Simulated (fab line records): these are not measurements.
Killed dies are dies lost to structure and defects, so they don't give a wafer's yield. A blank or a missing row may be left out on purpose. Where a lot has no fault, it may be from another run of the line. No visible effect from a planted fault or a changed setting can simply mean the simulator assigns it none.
Matching of chambers	flow n5Finfet	N5_MIM_TOP_ETCH_PECVD_03 on pecvd-01 has 3 sister chambers
The step deposits SiNx from SiH4/NH3/N2, target thk 20 nm, time 17.6 s. 6 wafers are shown with their chamber, then 7 later ones without.

EACH WAFER AND ITS CHAMBER
wafer	chamber	throttleValvePct (%)	heaterPowerW (W)
L089.1	0	38.7	744
L086.1	1	40.9	805
L086.4	2	39.3	991
L086.5	1	40.8	812
L088.1	0	38.8	754
L088.2	2	39.4	1019

WAFERS WHOSE CHAMBER IS MISSING
wafer	throttleValvePct (%)	heaterPowerW (W)
L088.6	40.7	713
L091.1	40.8	810
L091.4	39.5	1024
L091.6	40.6	807
L093.3	39.6	990
L093.4	38.8	730
L093.6	39.7	1003

THE CHAMBER EACH PASSED THROUGH
wafer	from the rows above	in truth
L088.6	1	1
L091.1	1	1
L091.4	2	2
L091.6	1	1
L093.3	2	2
L093.4	0	0
L093.6	2	2
Correctly placed: 7 of 7. Left unplaced by these rows: 0. Number placed wrongly: 0.
How it was worked out, from the rows above alone: a wafer's distance from a chamber is the root of the sum, over the readings, of the square of ((its reading less the chamber's mean) divided by the reading's scatter). The wafer belongs to the nearest chamber; if the next one is less than 2 further off, it can't be placed. For every chamber, the mean is computed from those of its wafers that are shown. The scatter is the square root of a quotient: the sum, over the shown wafers, of each reading's squared deviation from its chamber's mean, divided by wafers minus chambers.
